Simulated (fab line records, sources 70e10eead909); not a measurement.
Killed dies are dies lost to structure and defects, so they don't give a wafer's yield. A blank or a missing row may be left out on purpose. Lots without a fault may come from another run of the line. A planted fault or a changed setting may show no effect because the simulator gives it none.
fab line records | flow nand_harc | part 2 of 2: steps 24 to 34 of 34
record lots=5 wafers=15 last_day=24
route steps=1159 shown P_CONTACT@222 P_M0@253
lots that met no fault: from a run of the same line without faults
start_h: hours from the record's first day to the start of the lot's first wafer shown | wait_h: hours since the lot's step before | " the same as in the row above | L1.1+2: a row that stands for several wafers | - no value, or no start given | * or withheld: withheld | < > ~ a bound
route shown NAME@n: a module of which the file shows steps, and the number in the route of the first | usual: mean/standard deviation of fault-free wafers | same: alike in all rows | chamber/n: place in a boat | sites: the reading at each site | _std_site: their standard deviation | _edge_site: outer sites' mean less inner sites' | radius_mm: how far each site lies from the wafer's centre | mask NAME#n: copy n | behind: the tool/chamber that last shaped the wafer | hold: why the lot was held/for how many hours/how that ended | device: the transistor (n, p or np) that didn't switch | end of line: the same wafers' tests at the end of the route | a step without rows: its recipe alone | killed: dies lost to structure and defects at the first sort, not the wafer's yield | map: a wafer's dies, x killed, . not, _ none there
set.NAME: the setting as run; set.NAME@STEP: as run at that earlier step | model.NAME: the simulator's own value behind a step, which no gauge read
lots at some steps of the route; a table a step, a row a wafer
services: from which hour (start_h, from the record's first day; less than 0 if before it) a tool's chamber was out of use, for how many hours, and why
## steps
# step NHARC_P_CONTACT_PRE_CLEAN_39
# recipe time_s=19.5 bias_v=250 gas=Ar
# usual bias_v=249.6/2.3
# columns lot.wafer tool chamber start_h wait_h bias_v
L074.4 pvd_sputter-02 - - - 251.1
L074.3 " - " " 249.4
L074.1 " - " " 248.8
L076.1 pvd_sputter-03 - - - 245.5
L076.3 " - " " 246.9
L076.5 " - " " 247.0
L080.4 pvd_sputter-03 - - - 249.5
L080.3 " - " " 248.1
L080.6 " - " " 249.3
L083.4 pvd_sputter-02 - - - 251.3
L083.3 " - " " 252.7
L083.6 " - " " 249.6
L096.1 pvd_sputter-02 - - - 244.9
L096.3 " - " " 252.8
L096.5 " - " " 248.2
# step NHARC_P_CONTACT_PVD_32
# recipe target_thk_a=50 chamber_pressure_pa=5 power_w=5000 substrate_temp_c=200 time_s=17.7 material=Ti
# usual throttle_valve_pct=30.2/0.76
# columns lot.wafer tool chamber start_h wait_h throttle_valve_pct
L074.3 pvd_sputter-02 - - - 29.5
L074.4 " - " " 30.6
L074.1 " - " " 30.6
L076.1 pvd_sputter-03 - - - 30.4
L076.3 " - " " 30.3
L076.5 " - " " 29.7
L080.3 pvd_sputter-03 - - - 30.1
L080.4 " - " " 29.9
L080.6 " - " " 30.4
L083.3 pvd_sputter-02 - - - 29.5
L083.4 " - " " 30.5
L083.6 " - " " 32.0
L096.1 pvd_sputter-02 - - - 29.6
L096.3 " - " " 30.9
L096.5 " - " " 29.6
# step NHARC_P_CONTACT_ALD_22
# recipe target_thk_a=30 pulse_time_s=1 ald_cycles=150 temp_c=450 material=TiN
# usual heater_power_w=1065/79 precursor_pulse_height_rel=1.001/0.019
# columns lot.wafer tool chamber start_h wait_h heater_power_w precursor_pulse_height_rel
L074.4 ald_metal-01 2 113.33 - 1056 0.997
L074.1 " 3 " " 1136 0.988
L074.3 " 0 " " 1084 0.997
L076.3 ald_metal-02 3 132.00 - 1315 0.955
L076.1 " 0 " " 956 0.980
L076.5 " 3 " " 1279 1.015
L080.4 ald_metal-02 2 151.31 - 1018 0.989
L080.3 " 0 " " 937 0.989
L080.6 " 1 " " 1097 0.995
L083.4 ald_metal-04 0 164.13 - 1055 1.035
L083.3 " 2 " " 1099 1.013
L083.6 " 0 " " 1036 0.973
L096.3 ald_metal-01 3 237.62 - 1152 0.992
L096.1 " 0 " " 1079 0.976
L096.5 " 2 " " 1053 0.982
# step NHARC_P_CONTACT_CVD_23
# recipe target_thk_a=2000 temp_c=300 pressure_torr=40 wf6_flow_sccm=40 h2_flow_sccm=1600 ar_flow_sccm=1560 time_s=557 material=W
# usual heater_power_w=447/33 throttle_valve_pct=8.31/0.26
# columns lot.wafer tool chamber start_h wait_h heater_power_w throttle_valve_pct
L074.1 cvd_w-02 0 - - 393 8.51
L074.4 " 1 " " 437 7.85
L074.3 " 0 " " 395 8.06
L076.1 cvd_w-01 1 - - 475 8.25
L076.3 " 1 " " 471 8.37
L076.5 " 0 " " 468 8.46
L080.3 cvd_w-02 1 - - 439 8.00
L080.4 " 0 " " 398 8.91
L080.6 " 1 " " 452 8.02
L083.4 cvd_w-02 0 - - 392 8.67
L083.3 " 1 " " 437 7.98
L083.6 " 0 " " 392 8.47
L096.1 cvd_w-02 1 - - 421 7.89
L096.3 " 0 " " 377 8.28
L096.5 " 0 " " 371 8.35
# step NHARC_P_CONTACT_CMP_24
# recipe t_overpolish_s=30 target_thk_nm=200
# usual motor_current_A=11.8/1.7 overpolish_run_s=29.999/0.0091 time_to_endpoint_s=39.7/2.9
# columns lot.wafer tool chamber start_h wait_h motor_current_A overpolish_run_s time_to_endpoint_s
L074.4 cmp-03 0 114.19 0.4 14.5 30.004 38.8
L074.1 " 1 " " 10.9 30.004 38.0
L074.3 " 2 " " 12.9 29.996 39.8
L076.3 cmp-03 0 132.85 0.4 14.6 29.991 35.1
L076.1 " 1 " " 11.1 29.994 35.0
L076.5 " 1 " " 11.6 29.999 34.9
L080.4 cmp-03 1 152.32 0.3 11.6 29.987 39.5
L080.3 " 2 " " 12.9 29.998 35.1
L080.6 " 2 " " 12.5 30.005 39.5
L083.3 cmp-02 2 165.01 0.3 14.1 30.008 37.8
L083.4 " 3 " " 11.0 30.014 36.0
L083.6 " 2 " " 14.1 29.980 36.3
L096.3 cmp-03 1 238.46 0.4 12.5 29.998 37.9
L096.1 " 0 " " 14.5 30.002 41.2
L096.5 " 1 " " 11.5 29.984 36.6
# step NHARC_P_CONTACT_SRD_26
# columns lot.wafer tool chamber start_h wait_h
L074.4+1+3 wet_bench-02 0,2,3 114.51 0.0
L076.5+1+3 wet_bench-01 4,7,0 133.18 0.0
L080.3+6+4 wet_bench-02 2,4,6 152.64 0.0
L083.6+3+4 wet_bench-01 4,6,1 165.31 0.0
L096.3+5+1 wet_bench-02 5,7,0 238.79 0.0
# step NHARC_P_CONTACT_INSPECT_27
# usual raw_defect_count=291/89
# columns lot.wafer tool chamber start_h wait_h raw_defect_count
L074.1 defect_inspect-02 - 114.59 0.1 385
L074.3 " - " " 329
L074.4 " - " " 330
L076.1 defect_inspect-02 - 133.26 0.1 222
L076.3 " - " " 336
L076.5 " - " " 200
L080.3 defect_inspect-01 - 152.72 0.1 314
L080.4 " - " " 309
L080.6 " - " " 235
L083.3 defect_inspect-02 - 165.40 0.1 226
L083.4 " - " " 317
L083.6 " - " " 313
L096.1 defect_inspect-02 - 238.87 0.1 341
L096.3 " - " " 361
L096.5 " - " " 329
# step NHARC_P_M0_DEP_00
# recipe target_thk_a=1500 target_thk_nm=150 temp_c=withheld pressure_torr=5 flow_sccm=200 rf_w=600 material=SiOC
# usual rf_fwd_power_W=598.7/1.8
# columns lot.wafer tool chamber start_h wait_h rf_fwd_power_W
L074.3 pecvd-02 1 114.68 0.1 599.4
L074.1 " 2 " " 597.0
L074.4 " 1 " " 599.6
L076.3 pecvd-04 2 133.32 0.1 600.1
L076.1 " 1 " " 600.4
L076.5 " 1 " " 600.6
L080.3 pecvd-04 0 152.88 0.2 597.3
L080.6 " 2 " " 595.9
L080.4 " 0 " " 600.8
L083.3 pecvd-03 1 165.82 0.4 596.9
L083.4 " 2 " " 598.3
L083.6 " 0 " " 599.0
L096.1 pecvd-04 0 238.93 0.1 603.1
L096.3 " 1 " " 601.3
L096.5 " 0 " " 601.6
# step NHARC_P_M0_DEHYDRATE_01
# recipe temp_c=150 time_s=120
# usual plate_temp_C=149.97/0.16
# columns lot.wafer tool chamber start_h wait_h plate_temp_C
L074.1 litho_track-04 0 115.09 - 150.05
L074.3 " 0 " " 149.99
L074.4 " 0 " " 150.05
L076.1 litho_track-04 0 133.73 - 150.45
L076.3 " 0 " " 150.24
L076.5 " 0 " " 150.05
L080.3 litho_track-01 0 153.19 - 149.90
L080.4 " 0 " " 150.05
L080.6 " 0 " " 149.85
L083.3 litho_track-06 0 166.23 - 150.14
L083.4 " 0 " " 150.30
L083.6 " 0 " " 150.00
L096.1 litho_track-01 0 239.48 0.5 149.78
L096.3 " 0 " " 149.81
L096.5 " 0 " " 149.94
# step NHARC_P_M0_HMDS_02
# recipe time_s=30
# columns lot.wafer tool chamber start_h wait_h
L074.1+3+4 litho_track-04 0 - -
L076.1+3+5 litho_track-04 0 - -
L080.3+4+6 litho_track-01 0 - -
L083.3+4+6 litho_track-06 0 - -
L096.1+3+5 litho_track-01 0 - -
# step NHARC_P_M0_COAT_33
# recipe temp_c=200 time_s=65
# usual plate_temp_C=200.04/0.17
# columns lot.wafer tool chamber start_h wait_h plate_temp_C
L074.1 litho_track-04 0 - - 200.03
L074.3 " 0 " " 200.06
L074.4 " 0 " " 200.27
L076.1 litho_track-04 0 - - 200.03
L076.3 " 0 " " 199.86
L076.5 " 0 " " 199.80
L080.3 litho_track-01 0 - - 199.88
L080.4 " 0 " " 200.02
L080.6 " 0 " " 199.93
L083.3 litho_track-06 0 - - 199.75
L083.4 " 0 " " 199.81
L083.6 " 0 " " 199.94
L096.1 litho_track-01 0 - - 200.25
L096.3 " 0 " " 200.11
L096.5 " 0 " " 200.36
## services
# columns tool chamber start_h hours kind
litho_track-01 - 93.00 7.0 pm
pvd_sputter-03 - 102.00 10.0 pm
cmp-03 - 102.85 4.9 repair
rie_diel-08 1 114.82 18.9 repair
litho_track-06 - 117.00 7.0 pm
rie_diel-08 3 117.65 13.6 repair
rie_diel-08 - 124.80 9.0 pm
litho_track-04 - 141.00 7.0 pm
rie_diel-09 1 149.52 19.4 repair
cmp-03 - 152.64 2.1 repair
rie_diel-08 - 153.17 1.4 repair
rie_diel-09 - 153.22 0.5 repair
cmp-03 - 157.00 4.0 pm
rie_diel-09 0 157.09 9.5 repair
rie_diel-05 1 157.79 10.4 repair
rie_diel-05 - 163.60 9.0 pm
rie_diel-09 - 166.73 0.5 repair
wet_bench-02 - 180.00 8.0 pm
rie_diel-08 1 195.41 13.8 repair
cvd_w-02 - 197.62 13.0 pm
wet_bench-01 - 213.60 8.0 pm
pvd_sputter-02 - 214.00 10.0 pm
rie_diel-09 1 223.01 2.1 repair
rie_diel-05 0 232.31 7.2 repair
